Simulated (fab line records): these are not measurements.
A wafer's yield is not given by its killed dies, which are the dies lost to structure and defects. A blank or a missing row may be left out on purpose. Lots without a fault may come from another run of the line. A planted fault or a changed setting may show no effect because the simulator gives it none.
fab line records    flow n5Finfet
record lots=7  wafers=21  lastDay=17
route steps=1938 shown MOL_CONTACT_COAG@558
lots that met no fault: taken from a fault-free run of the same line
startH: the number of hours between the record's first day and the start of the first shown wafer of the lot    waitH: how many hours have passed since the lot's step before this one    " as in the row above    L1.1+2: a single row standing in for several wafers    - no value, or no start given    * or withheld: withheld    < > ~ a bound
route shown NAME@n: a module of which the file shows steps, and the number in the route of the first    usual: mean/standard deviation taken from wafers without a fault    same: alike in all rows    chamber/n: place in a boat    sites: each site's reading    _std_site: their standard deviation    _edge_site: mean of outer sites minus mean of inner sites    radiusMm: for every site, how far away it sits from the centre of the wafer    mask NAME#n: copy n    behind: the tool/chamber that last shaped the wafer    hold: what put the lot on hold/how long, in hours/how the hold closed    device: transistor that didn't switch, given as n, p or np    end of line: tests run on the same wafers once the route is complete    a step with no rows: only its recipe    killed: not the wafer's yield, but the dies lost to structure and defects at the first sort    map: a wafer's dies, marking killed ones x, the rest . and places with no die _
set.NAME: setting as actually run; set.NAME@STEP: the setting as run at that earlier step    model.NAME: the simulator's own value behind a step, which no gauge read
lots seen at some steps along the route; tables by step, rows by wafer
services: a tool's chamber out of use, with start hour (startH, from the record's first day; less than 0 if before it), hours out, and reason
## steps
# step N5_MOL_CONTACT_COAG_WET_ETCH_116
# recipe chemistry=SC1-inhibited  targetDepthNm=4.6  dry=ipaMarangoni  rinseTimeS=30  rinseTempC=23
# step N5_MOL_CONTACT_COAG_ALD_27
# recipe material=SiOC  targetThkA=170  tempC=400  aldPrecursorFamily=carbosiloxane  aldCoReactant=H2-plasma  pulseTimeS=1.5  timeS=2720  purgeTimeS=2  coReactantPurgeTimeS=2  aldCycles=340  pressureTorr=2
# usual chamberPressureTorr=2.001/0.0037  heaterPowerW=859/56  precursorPulseHeightRel=0.999/0.02
# same aldCycles=340  pulseTimeS=1.5
lot.wafer  tool       chamber  startH  waitH  chamberPressureTorr  heaterPowerW  precursorPulseHeightRel
L593.1     aldSin-02  0        122.81  0.0    2.002                858           1.033
L593.5     "          0        "       "      1.999                834           1.015
L593.6     "          1        "       "      2.003                876           0.977
L598.2     aldSin-04  1        155.91  0.0    2.003                861           1.015
L598.3     "          3        "       "      2.000                827           0.997
L598.5     "          0        "       "      2.002                816           0.992
L602.2     aldSin-04  2        174.58  0.0    2.002                1018          0.981
L602.4     "          0        "       "      1.998                806           0.995
L602.5     "          1        "       "      1.999                870           1.041
L603.3     aldSin-02  2        185.30  0.7    1.995                832           0.990
L603.5     "          1        "       "      1.999                854           1.009
L603.6     "          0        "       "      2.001                872           0.990
L604.3     aldSin-02  1        186.94  2.2    2.003                871           1.007
L604.5     "          2        "       "      2.000                868           0.991
L604.6     "          3        "       "      2.005                849           1.013
L610.1     aldSin-04  1        222.31  0.0    2.000                816           1.000
L610.2     "          0        "       "      1.996                835           0.995
L610.6     "          2        "       "      2.000                971           0.996
L612.2     aldSin-04  1        233.90  0.0    1.997                796           0.978
L612.4     "          3        "       "      2.005                846           0.977
L612.6     "          2        "       "      1.999                965           0.997
# step N5_MOL_CONTACT_COAG_CMP_28
# recipe stopOn=SiNx  tOverpolishS=0.85  postCmpClean=alkalineBrush  downForcePsi=4.15  platenRpm=51.8  padVelocityMS=1.0307  targetThkNm=14.522
# usual motorCurrentA=12.1/0.98  timeToEndpointS=4.3/2
lot.wafer  tool    chamber  startH  waitH  motorCurrentA  timeToEndpointS
L593.1     cmp-02  3        124.45  0.9    10.1           4.5
L593.6     "       1        "       "      12.6           4.9
L593.5     "       2        "       "      13.7           5.2
L598.3     cmp-03  1        157.48  0.8    12.4           4.7
L598.2     "       2        "       "      10.7           6.1
L598.5     "       2        "       "      10.8           4.2
L602.4     cmp-03  0        176.15  0.8    12.3           6.5
L602.2     "       2        "       "      11.3           4.9
L602.5     "       0        "       "      12.1           5.8
L603.3     cmp-02  0        186.95  0.9    13.0           6.4
L603.6     "       2        "       "      13.1           6.4
L603.5     "       3        "       "      11.1           4.9
L604.3     cmp-03  3        188.58  0.9    11.1           2.8
L604.6     "       1        "       "      12.6           1.7
L604.5     "       2        "       "      11.0           4.8
L610.1     cmp-02  1        223.87  0.8    12.4           7.2
L610.2     "       3        "       "      10.5           9.2
L610.6     "       2        "       "      14.1           5.8
L612.4     cmp-04  0        235.47  0.8    12.0           5.4
L612.2     "       2        "       "      11.9           3.1
L612.6     "       1        "       "      12.4           6.1
# step N5_MOL_CONTACT_COAG_THK_MEAS_29
# recipe reads=SiNx_of_GATE_CUT_PECVD_57+SiNx_of_GATE_CUT_SAC_CAP_01
# usual MD_CAP_THK=17.93/0.1
lot.wafer  tool          chamber  startH  waitH  MD_CAP_THK[nm]
L593.1     filmMetro-01  -        124.67  -      18.03
L593.5     "             -        "       "      18.00
L593.6     "             -        "       "      17.89
L598.2     filmMetro-02  -        157.77  -      17.89
L598.3     "             -        "       "      17.78
L598.5     "             -        "       "      17.88
L602.2     filmMetro-02  -        176.45  -      18.02
L602.4     "             -        "       "      18.03
L602.5     "             -        "       "      17.93
L603.3     filmMetro-02  -        187.17  -      17.81
L603.5     "             -        "       "      18.08
L603.6     "             -        "       "      18.02
L604.3     filmMetro-02  -        188.80  -      17.99
L604.5     "             -        "       "      17.88
L604.6     "             -        "       "      18.05
L610.1     filmMetro-02  -        224.17  -      17.99
L610.2     "             -        "       "      17.89
L610.6     "             -        "       "      18.03
L612.2     filmMetro-01  -        235.77  -      17.84
L612.4     "             -        "       "      17.84
L612.6     "             -        "       "      17.85
# step N5_MOL_CONTACT_COAG_ALD_123
# recipe material=SiNx  targetThkA=50  tempC=400  aldPrecursorFamily=SiH2I2  aldCoReactant=N2/H2-plasma  pulseTimeS=1  purgeTimeS=2  coReactantPurgeTimeS=2  aldCycles=100  pressureTorr=2
# usual chamberPressureTorr=2.001/0.004  heaterPowerW=853/60  precursorPulseHeightRel=1.000/0.021
# same aldCycles=100  pulseTimeS=1
lot.wafer  tool       chamber  startH  waitH  chamberPressureTorr  heaterPowerW  precursorPulseHeightRel
L593.1     aldSin-04  3        124.71  0.0    1.997                830           0.970
L593.5     "          1        "       "      2.009                853           0.990
L593.6     "          2        "       "      2.002                1000          1.009
L598.2     aldSin-04  1        158.10  0.3    2.004                839           1.011
L598.3     "          3        "       "      1.994                827           0.977
L598.5     "          3        "       "      1.992                834           0.985
L602.2     aldSin-04  1        176.48  0.0    2.000                870           0.998
L602.4     "          3        "       "      2.003                853           0.954
L602.5     "          0        "       "      1.999                828           0.994
L603.3     aldSin-01  0        188.09  0.9    2.001                808           0.948
L603.5     "          0        "       "      2.000                801           1.017
L603.6     "          1        "       "      2.001                767           1.004
L604.3     aldSin-01  1        189.10  0.3    1.999                736           1.039
L604.5     "          0        "       "      1.996                802           1.015
L604.6     "          3        "       "      2.002                942           1.024
L610.1     aldSin-02  3        224.21  0.0    2.001                866           0.987
L610.2     "          0        "       "      2.000                837           0.974
L610.6     "          3        "       "      2.002                844           1.003
L612.2     aldSin-04  0        235.86  0.1    2.005                829           0.989
L612.4     "          1        "       "      2.008                805           1.038
L612.6     "          3        "       "      2.001                835           1.030
# step N5_MOL_CONTACT_COAG_PECVD_31
# recipe material=SiO2  targetThkA=460  tempC=400  precursor=TEOS/O2  pressureTorr=6.5  rfW=withheld  teosFlowSccm=withheld  gas=O2  flowSccm=2650  timeS=8.9
# step N5_MOL_CONTACT_COAG_COAT_75
# recipe resist=SOC  tempC=250  timeS=60  spinRpm=1500  resistThkNm=60
# step N5_MOL_CONTACT_COAG_COAT_76
# recipe resist=SiARC  tempC=220  timeS=60  spinRpm=1500  resistThkNm=10
# step N5_MOL_CONTACT_COAG_COAT_77
# recipe resist=underlayer  tempC=205  timeS=60  spinRpm=1500  resistThkNm=10
# step N5_MOL_CONTACT_COAG_COAT_78
# recipe resist=CAR-EUV  spinRpm=1500  resistThkNm=40
# step N5_MOL_CONTACT_COAG_EBR_80
# recipe solvent=PGMEA  ebrWidthMm=1.5
# step N5_MOL_CONTACT_COAG_SOFTBAKE_79
# recipe tempC=110  timeS=60  resist=CAR-EUV
# step N5_MOL_CONTACT_COAG_EXPOSE_81
# recipe maskId=VG  na=0.33  sourceShape=annular  sigmaInner=0.3  sigmaOuter=0.7  polarization=unpolarized  defocusNm=0  doseMj=59.5
# usual exposureDoseMJCm2=59.43/0.08  focusOffsetNm=0.0/0.49  na=0.33/0  sigmaOuter=0.7/0
lot.wafer  tool           chamber  startH  waitH  mask  exposureDoseMJCm2  focusOffsetNm  na    sigmaOuter
L593.1     euvScanner-01  0        125.40  -      VG#0  59.38              -0.5           0.33  0.7
L593.5     "              0        "       "      VG#0  59.35              0.3            0.33  0.7
L593.6     "              0        "       "      VG#0  59.30              0.6            0.33  0.7
L598.2     euvScanner-02  0        158.81  -      VG#0  59.49              0.0            0.33  0.7
L598.3     "              0        "       "      VG#0  59.46              0.9            0.33  0.7
L598.5     "              0        "       "      VG#0  59.46              0.4            0.33  0.7
L602.2     euvScanner-01  -        177.32  -      VG#0  -                  -              -     -
L602.4     "              -        "       "      VG#0  -                  -              -     -
L602.5     "              -        "       "      VG#0  -                  -              -     -
L603.3     euvScanner-01  -        188.80  -      VG#0  -                  -              -     -
L603.5     "              -        "       "      VG#0  -                  -              -     -
L603.6     "              -        "       "      VG#0  -                  -              -     -
L604.3     euvScanner-01  -        189.81  -      VG#0  -                  -              -     -
L604.5     "              -        "       "      VG#0  -                  -              -     -
L604.6     "              -        "       "      VG#0  -                  -              -     -
L610.1     euvScanner-02  0        224.92  -      VG#0  59.52              0.7            0.33  0.7
L610.2     "              0        "       "      VG#0  59.48              0.0            0.33  0.7
L610.6     "              0        "       "      VG#0  59.54              0.7            0.33  0.7
L612.2     euvScanner-01  0        236.63  -      VG#0  59.29              -0.5           0.33  0.7
L612.4     "              0        "       "      VG#0  59.37              0.0            0.33  0.7
L612.6     "              0        "       "      VG#0  59.33              0.2            0.33  0.7
# step N5_MOL_CONTACT_COAG_PEB_82
# recipe pebTempC=100  pebTimeS=60  resist=CAR-EUV
## services
tool           chamber  startH  hours  kind
cmp-02         -        113.09  4.0    pm
aldSin-02      2        123.87  4.4    repair
cmp-02         -        126.03  1.2    repair
euvScanner-02  -        126.75  7.5    repair
cmp-04         -        128.05  1.6    repair
euvScanner-01  -        134.29  1.0    pm
euvScanner-02  -        135.30  1.0    pm
euvScanner-02  -        139.22  3.2    repair
cmp-03         -        158.52  0.8    repair
cmp-03         -        165.89  4.2    repair
cmp-04         -        168.60  0.6    repair
cmp-04         -        176.36  1.2    repair
aldSin-04      -        176.97  14.0   pm
aldSin-04      0        176.97  14.0   ventCycle
aldSin-01      2        178.59  52.7   repair
euvScanner-01  -        183.58  1.0    pm
euvScanner-02  -        189.60  1.0    pm
euvScanner-02  -        197.56  5.8    pm
cmp-04         -        210.91  1.6    repair
euvScanner-01  -        216.20  8.0    pm
aldSin-04      3        218.88  6.2    repair
cmp-02         -        219.64  0.7    repair
cmp-03         -        230.98  19.1   repair
cmp-04         -        235.93  5.2    pm
## key
firstSign step=N5_MOL_CONTACT_COAG_EXPOSE_81  reading=toolRecord  direction=missing
effect none on later readings
metAt N5_MOL_CONTACT_COAG_EXPOSE_81
struckWafers L602.2,L602.4,L602.5,L603.3,L603.5,L603.6,L604.3,L604.5,L604.6
laterRowsLeftOut L602.2,L602.4,L602.5,L603.3,L603.5,L603.6,L604.3,L604.5,L604.6
sortLeftOut L602.2,L602.4,L602.5,L603.3,L603.5,L603.6,L604.3,L604.5,L604.6
onsetBetween 125.40 177.32
fault kind=skippedStepWhole  tool=euvScanner-01  chamber=-  onsetH=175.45  steps=N5_MOL_CONTACT_COAG_EXPOSE_81  scope=struckLotsOnly
# sortLeftOut: the simulated sort isn't trusted on such a fault, so these wafers' sort isn't shown, and their yield isn't known
# laterRowsLeftOut: the simulator's readings of these wafers behind a module that went badly wrong aren't trusted and aren't shown, but for the sort
